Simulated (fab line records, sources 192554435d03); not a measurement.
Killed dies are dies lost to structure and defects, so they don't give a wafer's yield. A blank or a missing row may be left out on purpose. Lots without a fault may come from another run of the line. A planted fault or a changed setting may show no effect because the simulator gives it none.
Which tool did it? | flow n5_finfet | 8 lots, 24 wafers sampled, at 6 steps of a route of 1938

WHAT THE GAUGES READ, wafer by wafer
N5_BEOL_M4_RC_MEAS_101. Usual: DIBL_N 36.4 mV/V, standard deviation 2; DIBL_P 36.1 mV/V, standard deviation 2.5; IOFF_N 0.16 nA/um, standard deviation 0.037; IOFF_P 0.20 nA/um, standard deviation 0.038; ION_N 670 uA/um, standard deviation 13; ION_P 459 uA/um, standard deviation 8.3; SS_N 71.6 mV/dec, standard deviation 0.69; SS_P 73.3 mV/dec, standard deviation 0.72; VT_N 250 mV, standard deviation 3.4; VT_P -251 mV, standard deviation 3.1.
lot  | measured     | on        | DIBL_N (mV/V)  | DIBL_P (mV/V)  | IOFF_N (nA/um) | IOFF_P (nA/um) | ION_N (uA/um) | ION_P (uA/um) | SS_N (mV/dec)  | SS_P (mV/dec)  | VT_N (mV)   | VT_P (mV)      | flag
L625 | day 8 11:45  | prober-01 | 34.5 36.0 32.3 | 33.9 36.7 32.2 | 0.12 0.16 0.10 | 0.16 0.21 0.14 | 665 681 654   | 454 467 457   | 71.7 72.5 70.5 | 72.6 72.8 71.8 | 255 247 256 | -255 -249 -255 |
L627 | day 9 03:44  | prober-01 | 34.9 39.3 35.5 | 34.7 39.6 34.9 | 0.13 0.22 0.14 | 0.16 0.25 0.16 | 665 680 663   | 454 461 449   | 70.6 72.3 71.7 | 72.8 73.9 73.0 | 255 249 251 | -254 -249 -255 |
L633 | day 10 15:40 | prober-01 | 33.7 37.2 32.1 | 33.7 38.4 33.1 | 0.13 0.19 0.12 | 0.16 0.22 0.15 | 653 676 669   | 448 457 455   | 72.3 72.1 70.9 | 72.8 73.9 72.4 | 253 248 254 | -254 -250 -255 |
L634 | day 10 20:03 | prober-01 | 37.7 36.1 38.8 | 36.5 35.0 37.2 | 0.17 0.15 0.21 | 0.21 0.20 0.25 | 657 664 681   | 454 457 464   | 72.8 71.1 72.5 | 74.1 73.9 74.4 | 248 248 245 | -252 -251 -251 |
L636 | day 11 03:53 | prober-01 | 36.4 39.1 36.8 | 34.2 36.0 34.2 | 0.14 0.18 0.14 | 0.20 0.22 0.22 | 664 668 670   | 454 456 467   | 70.9 71.5 71.6 | 73.3 73.7 73.4 | 250 246 252 | -251 -249 -248 |
L635 | day 11 06:34 | prober-02 | 37.7 35.0 37.6 | 38.4 33.9 37.8 | 0.18 0.12 0.18 | 0.23 0.15 0.21 | 671 655 673   | 461 442 456   | 72.4 71.9 72.0 | 74.0 73.1 74.1 | 248 255 250 | -251 -257 -252 |
L643 | day 13 12:19 | prober-02 | 35.4 37.1 35.8 | 36.3 36.9 36.5 | 0.14 0.15 0.14 | 0.18 0.18 0.18 | 678 657 663   | 464 441 458   | 70.8 71.9 71.3 | 73.9 73.3 73.5 | 252 253 250 | -254 -256 -256 |
L644 | day 13 16:30 | prober-01 | 36.7 37.6 35.3 | 36.9 36.4 34.9 | 0.18 0.17 0.13 | 0.19 0.18 0.17 | 676 668 651   | 455 445 452   | 71.4 71.6 70.8 | 74.0 73.9 72.3 | 246 247 251 | -254 -255 -256 |

N5_BEOL_M9_OCD_MEAS_38. Usual: trench_depth_nm 151 nm, standard deviation 3.3.
lot  | measured     | on     | trench_depth_nm (nm) | flag
L625 | day 10 07:20 | ocd-01 | 145 148 149          |
L627 | day 10 22:07 | ocd-01 | 158 154 155          |
L633 | day 12 21:43 | ocd-02 | - - -                | OFF
L634 | day 12 14:19 | ocd-02 | - - -                | OFF
L636 | day 12 21:17 | ocd-02 | - - -                | OFF
L635 | day 13 00:10 | ocd-02 | 149 149 147          |
L643 | day 15 12:17 | ocd-01 | 158 151 157          |
L644 | day 15 11:49 | ocd-01 | 157 155 153          |

WHICH TOOL RAN EACH LOT (tool, then ch and the chambers of the sampled wafers, then the start)
lot  | N5_BEOL_M8_ETCH_72                 | N5_BEOL_M8_ETCH_41                            | N5_BEOL_M8_DEP_56               | N5_BEOL_M9_ILD_DEP_00
L625 | rie_diel-04 ch 0,2,3, day 9 20:10  | rie_diel-04 ch 0,2,3, day 10 00:33 or earlier | pecvd-02 ch 0,1, day 10 00:33   | pecvd-02 ch 0,1,2, day 10 00:41
L627 | rie_diel-02 ch 0,1,2, day 10 14:54 | rie_diel-02 ch 1,2, day 10 17:47 or earlier   | pecvd-04 ch 0,1, day 10 17:47   | pecvd-03 ch 0,1, day 10 17:55
L633 | rie_diel-05 ch 0,1, day 12 11:20   | rie_diel-05 ch 0,1, day 12 16:19 or earlier   | pecvd-02 ch 0,1,2, day 12 16:19 | pecvd-03 ch 0,1,2, day 12 16:27
L634 | rie_diel-02 ch 1,2,3, day 12 07:09 | rie_diel-02 ch 1,2,3, day 12 10:07 or earlier | pecvd-03 ch 0,1,2, day 12 10:07 | pecvd-02 ch 0,2, day 12 10:14
L636 | rie_diel-02 ch 1,2,3, day 12 11:31 | rie_diel-02 ch 1,2,3, day 12 16:36 or earlier | pecvd-03 ch 0,1,2, day 12 16:36 | pecvd-02 ch 0,1,2, day 12 16:44
L635 | rie_diel-04 ch 1,2,3, day 12 17:04 | rie_diel-04 ch 1,2,3, day 12 20:16 or earlier | pecvd-02 ch 0,1,2, day 12 20:16 | pecvd-01 ch 0,1,2, day 12 20:24
L643 | rie_diel-05 ch 0,2,3, day 15 01:54 | rie_diel-05 ch 0,2,3, day 15 04:59 or earlier | pecvd-04 ch 0,1,2, day 15 04:59 | pecvd-02 ch 0,2, day 15 05:07
L644 | rie_diel-04 ch 1,2, day 15 00:20   | rie_diel-04 ch 1,2, day 15 03:53 or earlier   | pecvd-04 ch 0,2, day 15 03:53   | pecvd-02 ch 0,2, day 15 04:01
- N5_BEOL_M8_ETCH_72: etches underlayer in N2/H2, target depth 6.5 nm, time 5.2 s.
- N5_BEOL_M8_ETCH_41: etches SiCN in CH3F/O2, target depth 31.9 nm, time 57.8 s.
- N5_BEOL_M8_DEP_56: deposits SiCN from 3MS/NH3, target thk 10 nm, time 17.5 s.
- N5_BEOL_M9_ILD_DEP_00: deposits SiCOH lowk from DEMS/porogen, target thk 308.51 nm, time 58 s.

WHAT THE TOOLS THEMSELVES READ (means of the sampled wafers that have a number; where no wafer has one, the mark that the record gives instead)
N5_BEOL_M8_ETCH_72. Usual: bias_w 150.0 W, standard deviation 0.5; drypump_motor_current_A 5.7 A, standard deviation 0.4; etch_rf_on_time_s 5.32 s, standard deviation 0.21; oes_product_au 0.70 a.u., standard deviation 0.085; rf_vpp_V 523.8 V, standard deviation 2.8; showerhead_plenum_p_Torr 2.55 Torr, standard deviation 0.1; throttle_valve_pct 17.76 %, standard deviation 0.27.
lot  | tool        | bias_w (W) | drypump_motor_current_A (A) | etch_rf_on_time_s (s) | oes_product_au (a.u.) | rf_vpp_V (V) | showerhead_plenum_p_Torr (Torr) | throttle_valve_pct (%) | flag
L625 | rie_diel-04 | 149.9      | 5.7                         | 5.38                  | 0.68                  | 524.8        | 2.57                            | 17.90                  |
L627 | rie_diel-02 | 149.8      | 5.9                         | 5.37                  | 0.72                  | 522.5        | 2.52                            | 17.76                  |
L633 | rie_diel-05 | 150.5      | 5.8                         | 5.26                  | 0.66                  | 525.0        | 2.61                            | 17.78                  |
L634 | rie_diel-02 | 149.4      | 6.0                         | 5.46                  | 0.69                  | 523.9        | 2.54                            | 17.79                  |
L636 | rie_diel-02 | 150.1      | 6.0                         | 5.55                  | 0.68                  | 524.2        | 2.54                            | 17.79                  |
L635 | rie_diel-04 | 150.2      | 5.6                         | 5.32                  | 0.71                  | 523.7        | 2.53                            | 17.70                  |
L643 | rie_diel-05 | 150.3      | 5.4                         | 5.18                  | 0.68                  | 520.3        | 2.46                            | 17.82                  |
L644 | rie_diel-04 | 150.3      | 5.3                         | 5.38                  | 0.76                  | 523.5        | 2.54                            | 17.81                  |

N5_BEOL_M8_ETCH_41. Usual: bias_w 74.98 W, standard deviation 0.22; drypump_motor_current_A 5.7 A, standard deviation 0.4; oes_product_au 0.82 a.u., standard deviation 0.098; rf_vpp_V 297.3 V, standard deviation 1.7; showerhead_plenum_p_Torr 2.00 Torr, standard deviation 0.079; throttle_valve_pct 16.14 %, standard deviation 0.23.
lot  | tool        | bias_w (W) | drypump_motor_current_A (A) | oes_product_au (a.u.) | rf_vpp_V (V) | showerhead_plenum_p_Torr (Torr) | throttle_valve_pct (%) | flag
L625 | rie_diel-04 | 75.07      | 5.6                         | 0.81                  | 297.7        | 2.01                            | 16.24                  |
L627 | rie_diel-02 | 75.01      | 5.7                         | 0.93                  | 296.5        | 1.98                            | 15.98                  |
L633 | rie_diel-05 | 74.68      | 5.8                         | 0.77                  | 298.8        | 2.06                            | 16.28                  |
L634 | rie_diel-02 | 74.93      | 6.0                         | 0.80                  | 296.8        | 1.99                            | 16.08                  |
L636 | rie_diel-02 | 74.98      | 6.0                         | 0.80                  | 295.8        | 1.99                            | 16.07                  |
L635 | rie_diel-04 | 75.08      | 5.6                         | 0.83                  | 296.6        | 1.99                            | 16.10                  |
L643 | rie_diel-05 | 75.08      | 5.4                         | 0.80                  | 295.3        | 1.94                            | 16.25                  |
L644 | rie_diel-04 | 75.10      | 5.3                         | 0.91                  | 297.2        | 1.99                            | 16.07                  |

N5_BEOL_M8_DEP_56. Usual: chamber_pressure_Torr 3.000 Torr, standard deviation 0.0065; rf_fwd_power_W 199.6 W, standard deviation 0.8; showerhead_plenum_p_Torr 3.670 Torr, standard deviation 0.011; throttle_valve_pct 8.9 %, standard deviation 0.48.
lot  | tool     | chamber_pressure_Torr (Torr) | rf_fwd_power_W (W) | showerhead_plenum_p_Torr (Torr) | throttle_valve_pct (%) | flag
L625 | pecvd-02 | 3.000                        | 199.8              | 3.677                           | 8.7                    |
L627 | pecvd-04 | 3.002                        | 199.7              | 3.669                           | 9.8                    |
L633 | pecvd-02 | 2.998                        | 199.5              | 3.669                           | 8.6                    |
L634 | pecvd-03 | 2.998                        | 199.5              | 3.671                           | 8.7                    |
L636 | pecvd-03 | 2.995                        | 198.9              | 3.675                           | 8.8                    |
L635 | pecvd-02 | 2.997                        | 199.9              | 3.669                           | 8.6                    |
L643 | pecvd-04 | 2.990                        | 199.3              | 3.660                           | 9.3                    |
L644 | pecvd-04 | 2.998                        | 199.2              | 3.673                           | 9.6                    |

N5_BEOL_M9_ILD_DEP_00. Usual: chamber_pressure_Torr 5.000 Torr, standard deviation 0.011; heater_power_outer_w 146 W, standard deviation 39; heater_power_w 325 W, standard deviation 73; showerhead_plenum_p_Torr 5.745 Torr, standard deviation 0.012; throttle_valve_pct 13.4 %, standard deviation 0.53.
lot  | tool     | chamber_pressure_Torr (Torr) | heater_power_outer_w (W) | heater_power_w (W) | showerhead_plenum_p_Torr (Torr) | throttle_valve_pct (%) | flag
L625 | pecvd-02 | 5.009                        | 134                      | 305                | 5.751                           | 13.1                   |
L627 | pecvd-03 | 5.011                        | 137                      | 302                | 5.740                           | 13.7                   |
L633 | pecvd-03 | -                            | -                        | -                  | -                               | -                      | OFF
L634 | pecvd-02 | -                            | -                        | -                  | -                               | -                      | OFF
L636 | pecvd-02 | -                            | -                        | -                  | -                               | -                      | OFF
L635 | pecvd-01 | 4.986                        | 164                      | 361                | 5.747                           | 13.6                   |
L643 | pecvd-02 | 5.003                        | 179                      | 384                | 5.745                           | 13.6                   |
L644 | pecvd-02 | 5.003                        | 165                      | 364                | 5.736                           | 13.3                   |

THE ANSWER, worked out from the rows above alone
Rule: a lot is off if the mean of its wafers that have a number lies more than 3 standard deviations from the usual mean. A lot without any number at a reading at which 4 lots or more have one is off too. The other lots that the step has rows for count as sound. The gauges are gone through in route order, then the tools' own readings, and for those a lot's mean is taken as printed above. The first step at which some lot is off is used, and at that step the reading that is off furthest; a lot without a number counts as furthest.
Off: L633, L634, L636, at N5_BEOL_M9_OCD_MEAS_38 (trench_depth_nm). Without a number there: L633, L634, L636.
A tool fits if, at a process step before that reading, it ran every lot that is off, and no sound lot after the first of them. The gauges at N5_BEOL_M9_OCD_MEAS_38 aren't tried: what is off there is off at N5_BEOL_M9_ILD_DEP_00 too, on other tools, and a gauge's error can't cause that. N5_BEOL_M8_ETCH_41 gives no start for some lots, so the hours and the order of its lots are those of N5_BEOL_M8_DEP_56. None of those tried fits.

WHAT THE SIMULATOR HAD PUT IN
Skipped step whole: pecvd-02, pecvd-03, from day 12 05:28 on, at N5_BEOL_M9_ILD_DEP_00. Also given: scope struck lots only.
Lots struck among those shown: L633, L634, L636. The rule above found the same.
